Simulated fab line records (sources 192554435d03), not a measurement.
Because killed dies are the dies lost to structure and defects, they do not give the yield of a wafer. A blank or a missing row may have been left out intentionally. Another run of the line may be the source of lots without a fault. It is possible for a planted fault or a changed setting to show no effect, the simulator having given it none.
Which tool did it?    flow n5_finfet    72 wafers from 24 lots sampled at 5 of the route's 1938 steps

WHAT THE GAUGES READ, wafer by wafer
N5_SD_EPI_N_INSPECT_26: inspects for defects (darkfield). Usual: 206 for raw_defect_count, sd 46.
lot   measured     on                 raw_defect_count  flag
L074  day 3 06:56  defect_inspect-01  305 257 181       
L075  day 3 14:30  defect_inspect-01  244 253 232       
L076  day 3 16:40  defect_inspect-01  229 188 217       
L077  day 4 00:57  defect_inspect-01  172 163 165       
L078  day 4 09:19  defect_inspect-01  206 226 195       
L079  day 4 12:07  defect_inspect-01  121 149 193       
L080  day 4 16:09  defect_inspect-01  208 217 276       
L081  day 5 00:30  defect_inspect-01  217 291 244       
L082  day 5 08:56  defect_inspect-02  180 154 129       
L083  day 5 13:46  defect_inspect-01  241 235 224       
L084  day 5 16:54  defect_inspect-02  174 124 157       
L085  day 5 23:09  defect_inspect-02  171 219 168       
L086  day 6 09:23  defect_inspect-01  227 249 174       
L087  day 6 19:53  defect_inspect-02  140 119 152       
L088  day 6 20:07  defect_inspect-01  198 223 215       
L089  day 7 00:58  defect_inspect-02  211 240 190       
L090  day 7 04:14  defect_inspect-02  213 255 190       
L091  day 7 14:09  defect_inspect-02  246 244 202       
L092  day 7 23:49  defect_inspect-01  140 186 194       
L093  day 8 12:16  defect_inspect-02  201 249 187       
L094  day 8 12:29  defect_inspect-01  215 182 211       
L095  day 8 16:26  defect_inspect-02  197 114 226       
L096  day 8 19:48  defect_inspect-01  269 184 181       
L097  day 8 23:48  defect_inspect-02  175 257 170       

N5_SDB_INSPECT_36: inspects for defects (darkfield). Usual: 38 for raw_defect_count, sd 15.
lot   measured     on                 raw_defect_count  flag
L074  day 4 02:46  defect_inspect-01  51 38 22          
L075  day 4 08:36  defect_inspect-01  24 28 35          
L076  day 4 08:46  defect_inspect-01  47 32 41          
L077  day 4 16:45  defect_inspect-02  62 52 66          
L078  day 5 03:31  defect_inspect-01  77 46 61          
L079  day 5 05:15  defect_inspect-02  16 10 30          
L080  day 5 09:16  defect_inspect-02  24 34 17          
L081  day 5 18:00  defect_inspect-01  51 16 67          
L082  day 6 00:46  defect_inspect-02  31 33 45          
L083  day 6 12:35  defect_inspect-02  50 37 32          
L084  day 6 16:43  defect_inspect-02  28 46 12          
L085  day 6 22:01  defect_inspect-01  70 79 42          
L086  day 7 02:46  defect_inspect-02  35 56 31          
L087  day 7 12:02  defect_inspect-01  22 57 23          
L088  day 7 13:13  defect_inspect-02  17 31 14          
L089  day 7 17:39  defect_inspect-02  51 49 22          
L090  day 7 20:22  defect_inspect-02  30 19 22          
L091  day 8 05:55  defect_inspect-01  18 21 22          
L092  day 8 17:39  defect_inspect-01  49 55 42          
L093  day 9 04:54  defect_inspect-01  64 34 53          
L094  day 9 06:07  defect_inspect-01  32 38 29          
L095  day 9 09:22  defect_inspect-01  32 66 37          
L096  day 9 11:25  defect_inspect-02  49 54 55          
L097  day 9 18:02  defect_inspect-01  17 22 43          

WHAT TOOL EACH LOT RAN ON (gives the tool, then ch and the chambers of the sampled wafers, and finally the start)
lot   N5_SD_ACTIVATION_RTA_00          N5_SDB_ETCH_17                     N5_SDB_ALD_29
L074  rtp_anneal-02 ch 0, day 3 11:15  rie_diel-01 ch 1,2, day 3 22:57    ald_sin-03 ch 1,2, day 3 23:43
L075  rtp_anneal-01 ch 0, day 3 20:43  rie_diel-04 ch 0,1,2, day 4 04:25  ald_sin-02 ch 0,1,3, day 4 05:33
L076  rtp_anneal-01 ch 0, day 3 20:56  rie_diel-04 ch 0,3, day 4 04:57    ald_sin-03 ch 0,1,3, day 4 05:43
L077  rtp_anneal-01 ch 0, day 4 05:10  rie_diel-04 ch 0,1,2, day 4 12:50  ald_sin-04 ch 0,2,3, day 4 13:42
L078  rtp_anneal-01 ch 0, day 4 15:23  rie_diel-01 ch 0,1,3, day 4 23:14  ald_sin-03 ch 0,1,2, day 5 00:28
L079  rtp_anneal-01 ch 0, day 4 16:17  rie_diel-04 ch 0,1,3, day 5 00:26  ald_sin-04 ch 0,1,3, day 5 02:11
L080  rtp_anneal-01 ch 0, day 4 21:33  rie_diel-04 ch 1,3, day 5 05:07    ald_sin-04 ch 0,3, day 5 06:13
L081  rtp_anneal-01 ch 0, day 5 05:34  rie_diel-05 ch 2,3, day 5 13:43    ald_sin-02 ch 0,2,3, day 5 14:56
L082  rtp_anneal-01 ch 0, day 5 13:22  rie_diel-01 ch 0,1,2, day 5 20:57  ald_sin-02 ch 1,2,3, day 5 21:43
L083  rtp_anneal-02 ch 0, day 5 18:07  rie_diel-05 ch 1,2,3, day 6 04:47  ald_sin-03 ch 1,2,3, day 6 09:32
L084  rtp_anneal-02 ch 0, day 5 21:16  rie_diel-05 ch 0,1, day 6 07:27    ald_sin-04 ch 1,2,3, day 6 13:40
L085  rtp_anneal-02 ch 0, day 6 03:30  rie_diel-04 ch 0,1,2, day 6 14:22  ald_sin-02 ch 1,2, day 6 18:58
L086  rtp_anneal-01 ch 0, day 6 15:28  rie_diel-04 ch 0,2, day 6 22:56    ald_sin-04 ch 0,1,2, day 6 23:41
L087  rtp_anneal-01 ch 0, day 7 00:11  rie_diel-04 ch 0,2,3, day 7 07:49  ald_sin-04 ch 0,1,3, day 7 08:59
L088  rtp_anneal-01 ch 0, day 7 01:38  rie_diel-01 ch 0,3, day 7 09:25    ald_sin-02 ch 0,3, day 7 10:10
L089  rtp_anneal-02 ch 0, day 7 06:05  rie_diel-01 ch 1,2,3, day 7 13:50  ald_sin-04 ch 0,1,3, day 7 14:36
L090  rtp_anneal-02 ch 0, day 7 08:32  rie_diel-04 ch 0,2,3, day 7 16:32  ald_sin-04 ch 1,2,3, day 7 17:19
L091  rtp_anneal-01 ch 0, day 7 18:19  rie_diel-05 ch 0,2, day 8 02:04    ald_sin-02 ch 0,1,3, day 8 02:52
L092  rtp_anneal-02 ch 0, day 8 04:02  rie_diel-05 ch 0,2, day 8 12:45    ald_sin-04 ch 1,3, day 8 14:36
L093  rtp_anneal-02 ch 0, day 8 16:32  rie_diel-05 ch 0,1,2, day 9 00:37  ald_sin-04 ch 0,1,2, day 9 01:50
L094  rtp_anneal-01 ch 0, day 8 17:27  rie_diel-05 ch 1,2,3, day 9 01:34  ald_sin-02 ch 1,2, day 9 03:04
L095  rtp_anneal-01 ch 0, day 8 20:55  rie_diel-01 ch 0,1, day 9 04:59    ald_sin-03 ch 0,1,2, day 9 06:19
L096  rtp_anneal-01 ch 0, day 9 00:02  rie_diel-04 ch 0,1,3, day 9 07:33  ald_sin-04 ch 0,2, day 9 08:21
L097  rtp_anneal-02 ch 0, day 9 06:16  rie_diel-05 ch 0,1,2, day 9 14:11  ald_sin-02 ch 1,2,3, day 9 14:59
- N5_SD_ACTIVATION_RTA_00: time 0 s.
- N5_SDB_ETCH_17: etches SiARC in CF4, target depth 23.4 nm, time 39 s.
- N5_SDB_ALD_29: deposits SiNx, target thk 30 nm, pulse time 1 s, ald cycles 600.

WHAT THE TOOLS THEMSELVES READ (means of the sampled wafers that have a number; where no wafer has one, the mark that the record gives instead)
N5_SD_ACTIVATION_RTA_00. Usual: lamp_power_pct 8.96 %, standard deviation 0.053; lamp_zone_7_pct 9.351 %, standard deviation 0.027; wafer_temp_C_max 975.1, standard deviation 1.6.
lot   tool           lamp_power_pct (%)  lamp_zone_7_pct (%)  wafer_temp_C_max  flag
L074  rtp_anneal-02  8.99                9.348                974.3             
L075  rtp_anneal-01  8.94                9.338                975.3             
L076  rtp_anneal-01  8.99                9.363                977.2             
L077  rtp_anneal-01  8.94                9.348                973.3             
L078  rtp_anneal-01  8.91                9.342                974.3             
L079  rtp_anneal-01  8.95                9.344                974.9             
L080  rtp_anneal-01  8.99                9.357                975.0             
L081  rtp_anneal-01  9.02                9.351                975.0             
L082  rtp_anneal-01  8.94                9.375                975.9             
L083  rtp_anneal-02  8.91                9.344                973.2             
L084  rtp_anneal-02  8.98                9.334                975.5             
L085  rtp_anneal-02  8.90                9.343                973.6             
L086  rtp_anneal-01  8.96                9.374                974.1             
L087  rtp_anneal-01  8.96                9.342                975.4             
L088  rtp_anneal-01  8.93                9.339                974.9             
L089  rtp_anneal-02  8.96                9.343                976.4             
L090  rtp_anneal-02  9.00                9.364                974.9             
L091  rtp_anneal-01  9.02                9.331                976.0             
L092  rtp_anneal-02  8.96                9.362                975.2             
L093  rtp_anneal-02  8.92                9.318                974.7             
L094  rtp_anneal-01  8.94                9.364                975.4             
L095  rtp_anneal-01  8.93                9.336                975.5             
L096  rtp_anneal-01  8.91                9.348                974.8             
L097  rtp_anneal-02  9.01                9.340                974.3             

N5_SDB_ETCH_17. Usual: drypump_motor_current_A 5.7 A, standard deviation 0.52; etch_rf_on_time_s 39.3 s, standard deviation 0.84; oes_product_au 0.67 a.u., standard deviation 0.077; rf_vpp_V 184.7 V, standard deviation 1; showerhead_plenum_p_Torr 2.19 Torr, standard deviation 0.046; throttle_valve_pct 15.54 %, standard deviation 0.19.
lot   tool         drypump_motor_current_A (A)  etch_rf_on_time_s (s)  oes_product_au (a.u.)  rf_vpp_V (V)  showerhead_plenum_p_Torr (Torr)  throttle_valve_pct (%)  flag
L074  rie_diel-01  5.9                          39.7                   0.62                   185.2         2.21                             15.41                   
L075  rie_diel-04  5.7                          38.8                   0.68                   185.2         2.21                             15.54                   
L076  rie_diel-04  6.1                          37.9                   0.77                   184.4         2.21                             15.33                   
L077  rie_diel-04  5.8                          38.9                   0.68                   184.8         2.21                             15.55                   
L078  rie_diel-01  5.8                          39.8                   0.68                   184.4         2.20                             15.58                   
L079  rie_diel-04  5.7                          38.5                   0.73                   184.3         2.17                             15.40                   
L080  rie_diel-04  5.4                          38.8                   0.70                   184.6         2.14                             15.47                   
L081  rie_diel-05  6.0                          39.8                   0.62                   185.3         2.22                             15.52                   
L082  rie_diel-01  5.8                          40.0                   0.61                   184.8         2.21                             15.52                   
L083  rie_diel-05  6.0                          39.5                   0.61                   185.9         2.21                             15.57                   
L084  rie_diel-05  5.9                          39.5                   0.62                   185.0         2.22                             15.68                   
L085  rie_diel-04  5.8                          38.7                   0.76                   185.6         2.20                             15.40                   
L086  rie_diel-04  5.5                          39.4                   0.80                   185.6         2.21                             15.44                   
L087  rie_diel-04  5.5                          39.2                   0.76                   185.1         2.18                             15.49                   
L088  rie_diel-01  5.6                          38.7                   0.71                   184.7         2.19                             15.69                   
L089  rie_diel-01  5.9                          39.6                   0.66                   184.5         2.20                             15.52                   
L090  rie_diel-04  5.5                          39.1                   0.75                   183.2         2.18                             15.49                   
L091  rie_diel-05  5.7                          40.1                   0.63                   184.0         2.22                             15.54                   
L092  rie_diel-05  5.7                          39.6                   0.64                   184.4         2.22                             15.55                   
L093  rie_diel-05  5.8                          40.1                   0.61                   185.5         2.21                             15.61                   
L094  rie_diel-05  6.0                          40.0                   0.60                   184.9         2.21                             15.61                   
L095  rie_diel-01  5.7                          39.6                   0.60                   185.1         2.20                             15.65                   
L096  rie_diel-04  5.8                          38.3                   0.70                   184.6         2.16                             15.47                   
L097  rie_diel-05  5.8                          40.3                   0.60                   185.1         2.21                             15.61                   

N5_SDB_ALD_29. Usual: heater_power_w 849 W, standard deviation 48; precursor_pulse_height_rel 1.002, standard deviation 0.021.
lot   tool        heater_power_w (W)  precursor_pulse_height_rel  flag
L074  ald_sin-03  769                 1.007                       
L075  ald_sin-02  844                 1.006                       
L076  ald_sin-03  835                 0.992                       
L077  ald_sin-04  877                 1.022                       
L078  ald_sin-03  794                 1.008                       
L079  ald_sin-04  880                 0.985                       
L080  ald_sin-04  910                 1.005                       
L081  ald_sin-02  816                 0.996                       
L082  ald_sin-02  799                 0.998                       
L083  ald_sin-03  785                 1.014                       
L084  ald_sin-04  872                 1.027                       
L085  ald_sin-02  804                 0.995                       
L086  ald_sin-04  875                 0.986                       
L087  ald_sin-04  889                 1.000                       
L088  ald_sin-02  849                 0.981                       
L089  ald_sin-04  888                 0.985                       
L090  ald_sin-04  872                 0.983                       
L091  ald_sin-02  851                 0.988                       
L092  ald_sin-04  884                 0.999                       
L093  ald_sin-04  868                 1.000                       
L094  ald_sin-02  833                 0.978                       
L095  ald_sin-03  808                 0.996                       
L096  ald_sin-04  866                 1.008                       
L097  ald_sin-02  815                 1.014                       

THE ANSWER, worked out from the rows above alone
Rule: lot off if the mean of its wafers having a number is beyond 3 standard deviations from the usual mean. A lot without any number at a reading at which 4 lots or more have one is off too. Any other lot the step has rows for is counted as sound. Order of review: gauges by route order, followed by the tools' own readings, for which a lot's mean as printed above is used. The first step at which some lot is off is used, and at that step the reading that is off furthest; a lot without a number counts as furthest.
Nothing can be told from this: no lot is off at any reading shown.

WHAT THE SIMULATOR PUT IN
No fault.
